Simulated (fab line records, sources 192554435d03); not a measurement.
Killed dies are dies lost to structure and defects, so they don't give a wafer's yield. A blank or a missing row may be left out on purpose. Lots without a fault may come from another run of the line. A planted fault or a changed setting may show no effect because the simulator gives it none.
fab line records | flow n5_finfet
record lots=7 wafers=21
route steps=1938 shown BEOL_M5@1123 BEOL_M6@1200 BEOL_M7@1263
start_h: hours from the record's first day to the start of the lot's first wafer shown | wait_h: hours since the lot's step before | " the same as in the row above | L1.1+2: a row that stands for several wafers | - no value, or no start given | * or withheld: withheld | < > ~ a bound
route shown NAME@n: a module of which the file shows steps, and the number in the route of the first | usual: mean/standard deviation of fault-free wafers | same: alike in all rows | chamber/n: place in a boat | sites: the reading at each site | _std_site: their standard deviation | _edge_site: outer sites' mean less inner sites' | radius_mm: how far each site lies from the wafer's centre | mask NAME#n: copy n | behind: the tool/chamber that last shaped the wafer | hold: why the lot was held/for how many hours/how that ended | device: the transistor (n, p or np) that didn't switch | end of line: the same wafers' tests at the end of the route | a step without rows: its recipe alone | killed: dies lost to structure and defects at the first sort, not the wafer's yield | map: a wafer's dies, x killed, . not, _ none there
set.NAME: the setting as run; set.NAME@STEP: as run at that earlier step | model.NAME: the simulator's own value behind a step, which no gauge read
lots whose settings were changed on purpose; a table a step, a row a wafer
## steps
# step N5_BEOL_M5_EXPOSE_08
# recipe mask_id=M5 na=0.33 source_shape=annular sigma_inner=0.4 sigma_outer=0.8 polarization=unpolarized target_cd_nm=28 dose_mj=35.75
# columns lot.wafer tool chamber start_h wait_h mask set.dose_mj
L082.2+4+6 euv_scanner-01 0 228.62 - M5#0 35.75
L081.1+2+3 euv_scanner-01 0 229.14 - M5#0 35.75
L083.3 euv_scanner-01 0 233.61 - M5#0 38.4
L083.4+6 " 0 " " M5#0 35.75
L087.1 euv_scanner-01 0 254.88 - M5#0 35.75
L087.2+3 " 0 " " M5#0 34.4
L088.1+4+6 euv_scanner-01 0 258.45 - M5#0 35.75
L086.1 euv_scanner-01 0 261.01 - M5#0 35.75
L086.2+3 " 0 " " M5#0 33.34
L090.2+6 euv_scanner-01 0 282.86 - M5#0 34.98
L090.4 " 0 " " M5#0 35.75
# step N5_BEOL_M5_PEB_09
# recipe peb_temp_c=100 peb_time_s=60 resist=CAR-EUV
# step N5_BEOL_M5_DEVELOP_10
# recipe develop_time_s=30 developer=TMAH resist=CAR-EUV rinse_liquid=surfactant_rinse dry=air_spin dev_temp_c=23
# step N5_BEOL_M5_CD_MEAS_11
# recipe target_cd_nm=27.74 landing_energy_ev=500 detector=se_inlens
# usual cd_nm=28.03/0.27
# columns lot.wafer tool chamber start_h wait_h set.dose_mj@BEOL_M5_EXPOSE_08 cd_nm
L082.2 cd_sem-03 0 228.74 - 35.75 27.80
L082.4 " 0 " " 35.75 28.49
L082.6 " 0 " " 35.75 28.89
L081.1 cd_sem-02 0 229.27 - 35.75 28.15
L081.2 " 0 " " 35.75 28.09
L081.3 " 0 " " 35.75 28.06
L083.3 cd_sem-03 0 233.73 - 38.4 29.47
L083.4 " 0 " " 35.75 28.01
L083.6 " 0 " " 35.75 28.03
L087.1 cd_sem-02 0 255.01 - 35.75 27.80
L087.2 " 0 " " 34.4 26.80
L087.3 " 0 " " 34.4 27.21
L088.1 cd_sem-03 0 258.58 - 35.75 27.86
L088.4 " 0 " " 35.75 28.06
L088.6 " 0 " " 35.75 28.04
L086.1 cd_sem-02 0 261.14 - 35.75 28.19
L086.2 " 0 " " 33.34 26.33
L086.3 " 0 " " 33.34 26.33
L090.2 cd_sem-02 0 282.99 - 34.98 27.51
L090.4 " 0 " " 35.75 28.24
L090.6 " 0 " " 34.98 27.40
# step N5_BEOL_M5_DESCUM_16
# recipe chemistry=O2 time_s=7 source_power_w=50 bias_power_w=20 pressure_mtorr=20 rf_frequency_hz=2.712e+07 temp_c=40 resist=CAR-EUV o2_flow_sccm=225
# columns lot.wafer tool chamber start_h wait_h set.dose_mj@BEOL_M5_EXPOSE_08 model.BEOL_M5.cd_nm
L082.2 rie_diel-02 0 229.14 0.3 35.75 27.8
L082.4+6 " 1 " " 35.75 28.2
L081.1+2 rie_diel-02 1,2 229.73 0.4 35.75 27.8
L081.3 " 0 " " 35.75 27.6
L083.3 rie_diel-04 0 233.85 0.0 38.4 29.4
L083.4 " 3 " " 35.75 28.2
L083.6 " 2 " " 35.75 28
L087.1 rie_diel-06 3 255.14 0.0 35.75 27.6
L087.2 " 2 " " 34.4 26.8
L087.3 " 0 " " 34.4 27.2
L088.1 rie_diel-06 0 258.70 0.0 35.75 28
L088.4+6 " 0,2 " " 35.75 27.8
L086.1 rie_diel-02 2 261.26 0.0 35.75 27.8
L086.2 " 3 " " 33.34 26.2
L086.3 " 1 " " 33.34 26
L090.2 rie_diel-06 0 283.36 0.3 34.98 27.6
L090.4 " 2 " " 35.75 28
L090.6 " 3 " " 34.98 27.4
# step N5_BEOL_M5_ETCH_72
# recipe chemistry=N2/H2 target=underlayer target_depth_a=65 mask_material=CAR-EUV time_s=5.2 ion_energy_ev=200 pressure_mtorr=30 source_w=840 bias_w=150 n2_flow_sccm=200 h2_flow_sccm=200 ends=cleared
# columns lot.wafer tool chamber start_h wait_h set.dose_mj@BEOL_M5_EXPOSE_08 model.BEOL_M5.cd_nm
L082.2 rie_diel-02 0 229.17 0.0 35.75 27.8
L082.4+6 " 1 " " 35.75 28.2
L081.1+3 rie_diel-02 1,0 229.76 0.0 35.75 27.8
L081.2 " 2 " " 35.75 28
L083.3 rie_diel-04 0 233.88 0.0 38.4 29.6
L083.4 " 3 " " 35.75 28.2
L083.6 " 2 " " 35.75 28
L087.1 rie_diel-06 3 255.17 0.0 35.75 27.8
L087.2 " 2 " " 34.4 26.8
L087.3 " 0 " " 34.4 27.2
L088.1+4 rie_diel-06 0 258.74 0.0 35.75 28
L088.6 " 2 " " 35.75 27.8
L086.1 rie_diel-02 2 261.29 0.0 35.75 27.8
L086.2+3 " 3,1 " " 33.34 26
L090.2 rie_diel-06 0 283.39 0.0 34.98 27.8
L090.4 " 2 " " 35.75 28
L090.6 " 3 " " 34.98 27.6
# step N5_BEOL_M5_ETCH_62
# recipe chemistry=N2/H2 target=SOC target_depth_a=750 overetch_a=150 mask_material=SiARC temp_c=40 time_s=112.5 ion_energy_ev=200 pressure_mtorr=30 source_w=840 bias_w=150 n2_flow_sccm=200 h2_flow_sccm=200
# usual rf_vpp_V=523.1/2.3
# columns lot.wafer tool chamber start_h wait_h set.source_w set.dose_mj@BEOL_M5_EXPOSE_08 rf_vpp_V model.BEOL_M5.cd_nm
L082.2 rie_diel-02 0 229.22 0.0 840 35.75 522.7 28
L082.4 " 1 " " 840 35.75 523.1 28.2
L082.6 " 1 " " 840 35.75 521.2 28.2
L081.1 rie_diel-02 1 229.81 0.0 840 35.75 522.4 27.6
L081.2 " 2 " " 840 35.75 522.6 27.6
L081.3 " 0 " " 790.7 35.75 534.6 27.6
L083.3 rie_diel-04 0 233.92 0.0 840 38.4 521.5 29.4
L083.4 " 3 " " 956.7 35.75 504.7 28.6
L083.6 " 2 " " 840 35.75 527.3 28
L087.1 rie_diel-06 3 255.21 0.0 840 35.75 521.9 27.8
L087.2 " 2 " " 840 34.4 526.1 27
L087.3 " 0 " " 840 34.4 521.8 27.2
L088.1 rie_diel-06 0 258.78 0.0 886.5 35.75 511.8 28.2
L088.4 " 0 " " 886.5 35.75 512.7 28.2
L088.6 " 2 " " 840 35.75 525.9 28
L086.1 rie_diel-02 2 261.34 0.0 840 35.75 523.7 27
L086.2 " 3 " " 958.6 33.34 497.3 26.4
L086.3 " 1 " " 840 33.34 520.9 26.2
L090.2 rie_diel-06 0 283.44 0.0 840 34.98 520.5 28
L090.4 " 2 " " 945.5 35.75 503.6 28.4
L090.6 " 3 " " 840 34.98 520.5 27.4
# step N5_BEOL_M5_STRIP_63
# recipe chemistry=N2/H2 temp_c=40 n2_flow_sccm=200 h2_flow_sccm=200 rf_frequency_hz=6e+07
# step N5_BEOL_M5_STRIP_73
# recipe chemistry=N2/H2 temp_c=40 n2_flow_sccm=200 h2_flow_sccm=200 rf_frequency_hz=6e+07
# step N5_BEOL_M5_DESCUM_33
# recipe chemistry=O2 time_s=7 source_power_w=50 bias_power_w=20 pressure_mtorr=20 rf_frequency_hz=2.712e+07 temp_c=40 resist=CAR-EUV o2_flow_sccm=225
# step N5_BEOL_M5_ETCH_75
# recipe chemistry=N2/H2 target=underlayer target_depth_a=65 mask_material=CAR-EUV time_s=5.2 ion_energy_ev=200 pressure_mtorr=30 source_w=840 bias_w=150 n2_flow_sccm=200 h2_flow_sccm=200 ends=cleared
# columns lot.wafer tool chamber start_h wait_h set.dose_mj@BEOL_M5_EXPOSE_08 model.BEOL_M5.cd_nm
L082.2 rie_diel-04 1 230.41 0.0 35.75 27.6
L082.4 " 2 " " 35.75 28.2
L082.6 " 2 " " 35.75 27.8
L081.1+2 rie_diel-04 0,1 232.53 0.0 35.75 27.4
L081.3 " 3 " " 35.75 27.2
L083.3 rie_diel-02 0 237.44 0.0 38.4 29.2
L083.4 " 3 " " 35.75 28
L083.6 " 0 " " 35.75 27.8
L087.1 rie_diel-04 1 257.57 0.0 35.75 27.2
L087.2+3 " 2,0 " " 34.4 26.6
L088.1 rie_diel-04 2 259.73 0.0 35.75 28.4
L088.4+6 " 0 " " 35.75 27.8
L086.1 rie_diel-04 2 265.18 0.0 35.75 26.6
L086.2 " 1 " " 33.34 25.8
L086.3 " 3 " " 33.34 25.4
L090.2 rie_diel-02 3 284.54 0.0 34.98 27.4
L090.4 " 0 " " 35.75 28.2
L090.6 " 2 " " 34.98 27.6
# step N5_BEOL_M6_COAT_60
# recipe resist=SiARC temp_c=220 time_s=60 spin_rpm=1500 resist_thk_nm=35
# columns lot.wafer tool chamber start_h wait_h set.spin_rpm model.SiARC_of_BEOL_M6_COAT_60.thk_nm
L082.2+4+6 litho_track-02 0 - - 1500 35
L081.1 litho_track-04 0 - - 1500 35
L081.2+3 " 0 " " 1500 35.2
L083.3 litho_track-04 0 - - 1500 35
L083.4 " 0 " " 1386 36.2
L083.6 " 0 " " 1500 34.8
L088.1 litho_track-02 0 - - 1500 35
L088.4+6 " 0 " " 1500 34.8
L087.1 litho_track-02 0 - - 1500 34.8
L087.2+3 " 0 " " 1406 36
L086.1+2 litho_track-04 0 - - 1360 36.8
L086.3 " 0 " " 1500 35
L090.2+4 litho_track-02 0 - - 1658 33.2
L090.6 " 0 " " 1500 35
# step N5_BEOL_M6_ETCH_61
# recipe chemistry=CF4 target=SiARC target_depth_a=455 mask_material=CAR-ArF time_s=75.8 ion_energy_ev=80 pressure_mtorr=40 source_w=545 bias_w=36 Ar_flow_sccm=100 cf4_flow_sccm=100 ends=cleared
# usual rf_vpp_V=184.1/1.1
# columns lot.wafer tool chamber start_h wait_h set.bias_w set.spin_rpm@BEOL_M6_COAT_60 rf_vpp_V model.etch.depth_nm model.CAR-ArF_of_BEOL_M6_COAT_05.thk_nm
L082.2 rie_diel-03 0 244.64 0.0 36 1500 183.6 35.05 50.6
L082.4 " 2 " " 36 1500 182.5 35.04 50.8
L082.6 " 1 " " 36 1500 182.7 35 50.6
L081.1 rie_diel-01 1 244.68 0.0 36 1500 185.4 35.03 50.6
L081.2 " 3 " " 40.11 1500 200.9 35.11 50.6
L081.3 " 2 " " 40.11 1500 196.9 35.19 50.6
L083.3 rie_diel-01 0 247.29 0.0 36 1500 184.1 34.93 50.6
L083.4 " 2 " " 30.69 1386 167.9 36.21 49.4
L083.6 " 2 " " 30.69 1500 165.8 34.83 50.6
L088.1 rie_diel-05 3 269.59 0.0 30.16 1500 163.3 34.9 50.8
L088.4 " 2 " " 36 1500 182.6 34.88 50.4
L088.6 " 3 " " 36 1500 182.8 34.86 50.6
L087.1 rie_diel-05 3 272.22 0.0 41.63 1500 201.8 34.8 51.4
L087.2 " 2 " " 36 1406 184.5 36.02 50.2
L087.3 " 1 " " 41.63 1406 201.4 35.97 50
L086.1 rie_diel-03 3 275.35 0.0 36 1360 183.8 36.77 48.8
L086.2 " 0 " " 36 1360 186.2 36.8 48.6
L086.3 " 2 " " 36 1500 182.4 34.94 51
L090.2 rie_diel-05 2 294.13 0.0 36 1658 184.4 33.26 52
L090.4 " 2 " " 36 1658 181.7 33.26 52.4
L090.6 " 0 " " 36 1500 183.9 35.06 51
# step N5_BEOL_M6_ETCH_62
# recipe chemistry=N2/H2 target=SOC target_depth_a=1100 overetch_a=220 mask_material=SiARC temp_c=40 time_s=165 ion_energy_ev=200 pressure_mtorr=30 source_w=840 bias_w=150 n2_flow_sccm=200 h2_flow_sccm=200
# columns lot.wafer tool chamber start_h wait_h set.spin_rpm@BEOL_M6_COAT_60 model.SiARC_of_BEOL_M6_COAT_60.thk_nm
L082.2+6 rie_diel-03 0,1 244.70 0.0 1500 28
L082.4 " 2 " " 1500 28.6
L081.1+2 rie_diel-01 1,3 244.74 0.0 1500 28.4
L081.3 " 2 " " 1500 28
L083.3 rie_diel-01 0 247.35 0.0 1500 28
L083.4 " 2 " " 1386 29
L083.6 " 2 " " 1500 27.6
L088.1+6 rie_diel-05 3 269.65 0.0 1500 27.8
L088.4 " 2 " " 1500 27.6
L087.1 rie_diel-05 3 272.28 0.0 1500 27.6
L087.2 " 2 " " 1406 28.8
L087.3 " 1 " " 1406 29.4
L086.1+2 rie_diel-03 3,0 275.41 0.0 1360 29.8
L086.3 " 2 " " 1500 28.4
L090.2+4 rie_diel-05 2 294.19 0.0 1658 26
L090.6 " 0 " " 1500 28.4
# step N5_BEOL_M7_ILD_DEP_00
# recipe material=SiCOH_lowk target_thk_a=1797.5 temp_c=300 precursor=DEMS/porogen pressure_torr=5 rf_w=500 time_s=33.4
# columns lot.wafer tool chamber start_h wait_h set.time_s model.SiCOH_lowk_of_BEOL_M7_ILD_DEP_00.thk_nm
L081.1 pecvd-04 2 248.76 0.0 33.4 178.4
L081.2 " 1 " " 37.68 200
L081.3 " 0 " " 33.4 178
L082.2 pecvd-01 1 249.28 0.0 33.4 181
L082.4 " 1 " " 33.4 181.8
L082.6 " 2 " " 33.4 182.6
L083.3 pecvd-01 1 253.56 0.0 34.78 183.6
L083.4 " 2 " " 34.78 188
L083.6 " 0 " " 33.4 182.6
L087.1 pecvd-04 2 279.01 0.0 35.68 188.6
L087.2 " 0 " " 35.68 193
L087.3 " 1 " " 35.68 192.2
L088.1 pecvd-01 2 280.29 0.0 29.51 158.2
L088.4 " 1 " " 33.4 180.8
L088.6 " 0 " " 33.4 182.2
L086.1 pecvd-02 2 281.72 0.0 33.4 176
L086.2 " 1 " " 33.4 173.4
L086.3 " 0 " " 33.4 177.6
L090.2 pecvd-04 0 299.06 0.0 33.4 177.4
L090.4 " 0 " " 29.09 160.2
L090.6 " 1 " " 29.09 158.8
# step N5_BEOL_M7_CURE_74
# recipe temp_c=385 time_s=240 ambient=He/Ar material=SiCOH_lowk
# columns lot.wafer tool chamber start_h wait_h set.time_s@BEOL_M7_ILD_DEP_00 model.SiCOH_lowk_of_BEOL_M7_ILD_DEP_00.thk_nm
L081.1 uv_cure-01 1 248.83 0.0 33.4 153.8
L081.2 " 1 " " 37.68 172.8
L081.3 " 1 " " 33.4 153.6
L082.2 uv_cure-03 1 249.43 0.1 33.4 156.2
L082.4 " 1 " " 33.4 156.8
L082.6 " 1 " " 33.4 157.4
L083.3 uv_cure-02 1 253.78 0.2 34.78 158.4
L083.4 " 1 " " 34.78 162.2
L083.6 " 1 " " 33.4 157.6
L087.1 uv_cure-01 1 279.08 0.0 35.68 162.8
L087.2 " 1 " " 35.68 166.6
L087.3 " 1 " " 35.68 166
L088.1 uv_cure-02 2 280.36 0.0 29.51 136.2
L088.4 " 2 " " 33.4 156
L088.6 " 2 " " 33.4 157.2
L086.1 uv_cure-01 0 281.79 0.0 33.4 151.6
L086.2 " 0 " " 33.4 149.4
L086.3 " 0 " " 33.4 153.2
L090.2 uv_cure-03 2 299.20 0.1 33.4 153
L090.4 " 2 " " 29.09 138
L090.6 " 2 " " 29.09 136.6
# step N5_BEOL_M7_THK_MEAS_01
# recipe reads=SiCOH_lowk_of_BEOL_M7_ILD_DEP_00
# usual M7_ILD_THK=154.2/2.4
# columns lot.wafer tool chamber start_h wait_h set.time_s@BEOL_M7_ILD_DEP_00 M7_ILD_THK[nm]
L081.1 film_metro-01 - 249.34 0.4 33.4 153.7
L081.2 " - " " 37.68 172.7
L081.3 " - " " 33.4 153.7
L082.2 film_metro-01 - 249.86 0.4 33.4 156.0
L082.4 " - " " 33.4 156.9
L082.6 " - " " 33.4 157.4
L083.3 film_metro-02 - 254.13 0.3 34.78 158.3
L083.4 " - " " 34.78 162.3
L083.6 " - " " 33.4 157.5
L087.1 film_metro-01 - 279.59 0.4 35.68 162.7
L087.2 " - " " 35.68 166.6
L087.3 " - " " 35.68 166.0
L088.1 film_metro-02 - 280.87 0.4 29.51 136.3
L088.4 " - " " 33.4 155.9
L088.6 " - " " 33.4 157.3
L086.1 film_metro-02 - 282.30 0.4 33.4 151.8
L086.2 " - " " 33.4 149.5
L086.3 " - " " 33.4 153.2
L090.2 film_metro-02 - 299.64 0.4 33.4 153.0
L090.4 " - " " 29.09 138.2
L090.6 " - " " 29.09 136.6
# step N5_BEOL_M7_COAT_59
# recipe resist=SOC temp_c=250 time_s=60 spin_rpm=1500 resist_thk_nm=100
# columns lot.wafer tool chamber start_h wait_h set.spin_rpm model.SOC_of_BEOL_M7_COAT_59.thk_nm
L081.1+3 litho_track-03 0 251.23 0.1 1500 100
L081.2 " 0 " " 1360 105
L082.2 litho_track-01 0 251.32 0.1 1500 99.8
L082.4 " 0 " " 1500 100
L082.6 " 0 " " 1500 100.2
L083.3 litho_track-03 0 254.74 0.1 1500 99.6
L083.4 " 0 " " 1500 99.2
L083.6 " 0 " " 1500 99.8
L087.1 litho_track-03 0 280.57 0.1 1428 102.6
L087.2 " 0 " " 1428 102.2
L087.3 " 0 " " 1500 100
L088.1+4 litho_track-02 0 282.66 0.1 1500 100
L088.6 " 0 " " 1500 99.6
L086.1 litho_track-03 0 282.82 0.1 1654 94.8
L086.2 " 0 " " 1654 95.2
L086.3 " 0 " " 1500 99.8
L090.2+4 litho_track-03 0 301.93 0.1 1500 99.8
L090.6 " 0 " " 1629 95.4
# step N5_BEOL_M7_COAT_60
# recipe resist=SiARC temp_c=220 time_s=60 spin_rpm=1500 resist_thk_nm=35
# step N5_BEOL_M7_COAT_05
# recipe resist=CAR-ArF spin_rpm=1500 resist_thk_nm=90
# step N5_BEOL_M7_DESCUM_16
# recipe chemistry=O2 time_s=7.9 source_power_w=50 bias_power_w=20 pressure_mtorr=20 rf_frequency_hz=2.712e+07 temp_c=40 resist=CAR-ArF o2_flow_sccm=225
# step N5_BEOL_M7_ETCH_61
# recipe chemistry=CF4 target=SiARC target_depth_a=455 mask_material=CAR-ArF time_s=75.8 ion_energy_ev=80 pressure_mtorr=40 source_w=545 bias_w=36 Ar_flow_sccm=100 cf4_flow_sccm=100 ends=cleared
# step N5_BEOL_M7_ETCH_62
# recipe chemistry=N2/H2 target=SOC target_depth_a=1100 overetch_a=220 mask_material=SiARC temp_c=40 time_s=165 ion_energy_ev=200 pressure_mtorr=30 source_w=840 bias_w=150 n2_flow_sccm=200 h2_flow_sccm=200
# columns lot.wafer tool chamber start_h wait_h set.spin_rpm@BEOL_M7_COAT_59 model.etch.depth_nm
L081.1 rie_diel-04 3 251.81 0.0 1500 100
L081.2 " 2 " " 1360 105
L081.3 " 0 " " 1500 99.94
L082.2 rie_diel-06 0 251.95 0.0 1500 99.86
L082.4 " 0 " " 1500 100
L082.6 " 2 " " 1500 100.1
L083.3 rie_diel-02 1 255.43 0.0 1500 99.67
L083.4 " 3 " " 1500 99.29
L083.6 " 3 " " 1500 99.79
L087.1 rie_diel-02 3 281.00 0.0 1428 102.6
L087.2 " 0 " " 1428 102.2
L087.3 " 1 " " 1500 100
L088.1 rie_diel-06 1 283.70 0.0 1500 99.93
L088.4 " 0 " " 1500 100
L088.6 " 0 " " 1500 99.68
L086.1 rie_diel-06 2 283.99 0.0 1654 94.77
L086.2 " 0 " " 1654 95.24
L086.3 " 3 " " 1500 99.9
L090.2 rie_diel-06 3 302.70 0.0 1500 99.75
L090.4 " 0 " " 1500 99.84
L090.6 " 3 " " 1629 95.42
# step N5_BEOL_M7_STRIP_68
# recipe chemistry=N2/H2 temp_c=40 n2_flow_sccm=200 h2_flow_sccm=200 rf_frequency_hz=6e+07
# step N5_BEOL_M7_STRIP_67
# recipe chemistry=CF4 resist=SiARC power_w=300 bias_power_w=75 pressure_mtorr=50 cf4_flow_sccm=150 rf_frequency_hz=6e+07
# step N5_BEOL_M7_HM_OPEN_17
# recipe chemistry=Cl2/BCl3 target_depth_a=200 overetch_a=60 target=TiN mask_material=SOC ion_energy_ev=150 pressure_mtorr=10 icp_w=1000 bias_w=126 Cl2_flow_sccm=53.25 bcl3_flow_sccm=21.75 Ar_flow_sccm=25
# columns lot.wafer tool chamber start_h wait_h set.spin_rpm@BEOL_M7_COAT_59 model.SOC_of_BEOL_M7_COAT_59.thk_nm
L081.1 rie_metal-03 1 252.00 0.0 1500 92
L081.2 " 0 " " 1360 96.8
L081.3 " 0 " " 1500 91.8
L082.2 rie_metal-01 1 252.13 0.0 1500 91.6
L082.4 " 1 " " 1500 91.8
L082.6 " 1 " " 1500 92
L083.3+6 rie_metal-03 0 255.65 0.1 1500 91.6
L083.4 " 1 " " 1500 91.4
L087.1 rie_metal-01 1 281.19 0.0 1428 94.4
L087.2 " 0 " " 1428 94.6
L087.3 " 1 " " 1500 91.8
L088.1 rie_metal-03 0 283.88 0.0 1500 91.8
L088.4 " 1 " " 1500 92
L088.6 " 1 " " 1500 91.6
L086.1 rie_metal-02 1 284.18 0.0 1654 86.2
L086.2 " 0 " " 1654 87.6
L086.3 " 1 " " 1500 91.2
L090.2+4 rie_metal-02 1 302.91 0.1 1500 91.4
L090.6 " 1 " " 1629 86.8
## key
split step=N5_BEOL_M5_EXPOSE_08 setting=dose_mj stated=35.75 by=wafer
response step=N5_BEOL_M5_CD_MEAS_11 reading=cd_nm change=+0.235 per=1% r=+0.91
response step=N5_BEOL_M5_DESCUM_16 reading=model.BEOL_M5.cd_nm change=+0.205 per=1% r=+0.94
response step=N5_BEOL_M5_ETCH_72 reading=model.BEOL_M5.cd_nm change=+0.226 per=1% r=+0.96
response step=N5_BEOL_M5_ETCH_62 reading=model.BEOL_M5.cd_nm change=+0.143 per=1% r=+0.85
response step=N5_BEOL_M5_ETCH_75 reading=model.BEOL_M5.cd_nm change=+0.169 per=1% r=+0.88
split step=N5_BEOL_M5_ETCH_62 setting=source_w stated=840 by=wafer
response step=N5_BEOL_M5_ETCH_62 reading=rf_vpp_V change=-1.6 per=1% r=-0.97
split step=N5_BEOL_M6_COAT_60 setting=spin_rpm stated=1500 by=wafer
response step=N5_BEOL_M6_COAT_60 reading=model.SiARC_of_BEOL_M6_COAT_60.thk_nm change=-0.18 per=1% r=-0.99
response step=N5_BEOL_M6_ETCH_61 reading=model.etch.depth_nm change=-0.182 per=1% r=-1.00
response step=N5_BEOL_M6_ETCH_61 reading=model.CAR-ArF_of_BEOL_M6_COAT_05.thk_nm change=+0.174 per=1% r=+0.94
response step=N5_BEOL_M6_ETCH_62 reading=model.SiARC_of_BEOL_M6_COAT_60.thk_nm change=-0.193 per=1% r=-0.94
split step=N5_BEOL_M6_ETCH_61 setting=bias_w stated=36 by=wafer
response step=N5_BEOL_M6_ETCH_61 reading=rf_vpp_V change=+1.16 per=1% r=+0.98
split step=N5_BEOL_M7_ILD_DEP_00 setting=time_s stated=33.4 by=wafer
response step=N5_BEOL_M7_ILD_DEP_00 reading=model.SiCOH_lowk_of_BEOL_M7_ILD_DEP_00.thk_nm change=+1.64 per=1% r=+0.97
response step=N5_BEOL_M7_CURE_74 reading=model.SiCOH_lowk_of_BEOL_M7_ILD_DEP_00.thk_nm change=+1.44 per=1% r=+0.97
response step=N5_BEOL_M7_THK_MEAS_01 reading=M7_ILD_THK change=+1.43 per=1% r=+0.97
split step=N5_BEOL_M7_COAT_59 setting=spin_rpm stated=1500 by=wafer
response step=N5_BEOL_M7_COAT_59 reading=model.SOC_of_BEOL_M7_COAT_59.thk_nm change=-0.502 per=1% r=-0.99
response step=N5_BEOL_M7_ETCH_62 reading=model.etch.depth_nm change=-0.507 per=1% r=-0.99
response step=N5_BEOL_M7_HM_OPEN_17 reading=model.SOC_of_BEOL_M7_COAT_59.thk_nm change=-0.492 per=1% r=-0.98
